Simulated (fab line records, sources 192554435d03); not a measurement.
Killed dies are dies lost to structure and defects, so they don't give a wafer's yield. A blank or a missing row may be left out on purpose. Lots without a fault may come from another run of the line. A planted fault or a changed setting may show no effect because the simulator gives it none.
Split-lot experiment | flow n5_finfet | 7 lots, 39 wafers read, on a route of 1938 steps

THE SPLIT
At N5_WELL_APT_EXPOSE_22 (exposes mask PWELL, defocus 0 nm, target cd 200 nm), the setting dose_mj was moved away from the recipe's 23.2 on 15 of the 39 wafers read, by +2.1% to +6.9%. The other wafers ran this setting at the recipe's value.

FROM THE SPLIT TO THE READING: what the file shows between them, 3 steps
- N5_WELL_APT_PEB_23: peb time 90 s
- N5_WELL_APT_DEVELOP_24: develop time 45 s
- N5_WELL_APT_HARDBAKE_29: time 120 s

THE READING
cd_nm, in nm, at N5_WELL_APT_CD_MEAS_25 (target cd 200 nm). Fault-free wafers of this fab line usually give 200.0 nm, standard deviation 2 nm.

wafer  | tool, chamber at the split | dose_mj as run | against the recipe | cd_nm, nm | against lot-mates on the recipe
L074.1 | krf_scanner-02, 0          | 23.2           | recipe             | 198.8     | -
L074.2 | krf_scanner-02, 0          | 23.2           | recipe             | 199.3     | -
L074.3 | krf_scanner-02, 0          | 24.53          | +5.7%              | 209.5     | +10.1
L074.4 | krf_scanner-02, 0          | 23.2           | recipe             | 200.1     | -
L074.5 | krf_scanner-02, 0          | 24.53          | +5.7%              | 209.6     | +10.2
L074.6 | krf_scanner-02, 0          | 24.53          | +5.7%              | 208.9     | +9.5
L076.1 | krf_scanner-02, 0          | 24.8           | +6.9%              | 213.8     | +12.0
L076.2 | krf_scanner-02, 0          | 24.8           | +6.9%              | 215.2     | +13.4
L076.3 | krf_scanner-02, 0          | 23.2           | recipe             | 201.6     | -
L076.4 | krf_scanner-02, 0          | 23.2           | recipe             | 202.8     | -
L076.5 | krf_scanner-02, 0          | 24.8           | +6.9%              | 213.1     | +11.3
L076.6 | krf_scanner-02, 0          | 23.2           | recipe             | 201.0     | -
L077.1 | krf_scanner-02, 0          | 23.83          | +2.7%              | 205.2     | +3.7
L077.2 | krf_scanner-02, 0          | 23.2           | recipe             | 202.2     | -
L077.3 | krf_scanner-02, 0          | 23.83          | +2.7%              | 204.9     | +3.4
L077.4 | krf_scanner-02, 0          | 23.2           | recipe             | 200.3     | -
L077.5 | krf_scanner-02, 0          | 23.83          | +2.7%              | 206.5     | +5.0
L077.6 | krf_scanner-02, 0          | 23.2           | recipe             | 202.1     | -
L082.1 | krf_scanner-02, 0          | 23.2           | recipe             | 199.6     | -
L082.4 | krf_scanner-02, 0          | 23.2           | recipe             | 197.3     | -
L082.5 | krf_scanner-02, 0          | 23.2           | recipe             | 195.4     | -
L083.1 | krf_scanner-01, 0          | 23.2           | recipe             | 198.8     | -
L083.2 | krf_scanner-01, 0          | 23.2           | recipe             | 200.5     | -
L083.3 | krf_scanner-01, 0          | 23.2           | recipe             | 200.0     | -
L083.4 | krf_scanner-01, 0          | 23.2           | recipe             | 203.3     | -
L083.5 | krf_scanner-01, 0          | 23.2           | recipe             | 199.1     | -
L083.6 | krf_scanner-01, 0          | 23.2           | recipe             | 199.8     | -
L085.1 | krf_scanner-01, 0          | 23.2           | recipe             | 200.0     | -
L085.2 | krf_scanner-01, 0          | 23.69          | +2.1%              | 201.8     | +2.9
L085.3 | krf_scanner-01, 0          | 23.2           | recipe             | 196.9     | -
L085.4 | krf_scanner-01, 0          | 23.69          | +2.1%              | 206.4     | +7.5
L085.5 | krf_scanner-01, 0          | 23.2           | recipe             | 199.9     | -
L085.6 | krf_scanner-01, 0          | 23.69          | +2.1%              | 200.8     | +1.9
L091.1 | krf_scanner-02, 0          | 24.32          | +4.8%              | 207.3     | +6.3
L091.2 | krf_scanner-02, 0          | 23.2           | recipe             | 203.7     | -
L091.3 | krf_scanner-02, 0          | 23.2           | recipe             | 201.2     | -
L091.4 | krf_scanner-02, 0          | 24.32          | +4.8%              | 206.8     | +5.8
L091.5 | krf_scanner-02, 0          | 23.2           | recipe             | 198.2     | -
L091.6 | krf_scanner-02, 0          | 24.32          | +4.8%              | 208.1     | +7.1

THE FIT
A straight line over all 39 wafers: cd_nm changes by +1.8 nm for each +1% of dose_mj; r = +0.92; the points scatter about the line by 1.9 nm.
The same after taking each lot's own level away (the mean of its wafers on the recipe; 39 wafers): +1.66 nm for each +1%; r = +0.94; scatter 1.5 nm.
On that fit, the largest move of dose_mj shifts the reading by 11 nm.
The lots' own levels span 197.43 to 201.80 nm, that is 2.2 times the standard deviation above.
So the lot-to-lot level changes the slope little: the two slopes agree.
Check: with one of the wafers moved furthest among these (+6.9%) left out of the fit, the line predicts +11.3 nm for it against its lot-mates. It came out at +12 nm against them.

THE WHOLE CHAIN: every reading that the file lists as answering this split, in the file's order
step                   | what it does             | reading                                                         | change (the file's fit)              | r (the file's)
N5_WELL_APT_CD_MEAS_25 | target cd 200 nm         | cd_nm                                                           | +1.66 nm for each +1% of the setting | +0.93
N5_WELL_APT_DESCUM_30  | chemistry O2, time 7.9 s | WELL_APT.cd_nm (the simulator's own value, which no gauge read) | +1.68 nm for each +1% of the setting | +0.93

THE FILE'S OWN FIT
cd_nm changes by +1.66 nm for each +1% of dose_mj, r = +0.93.
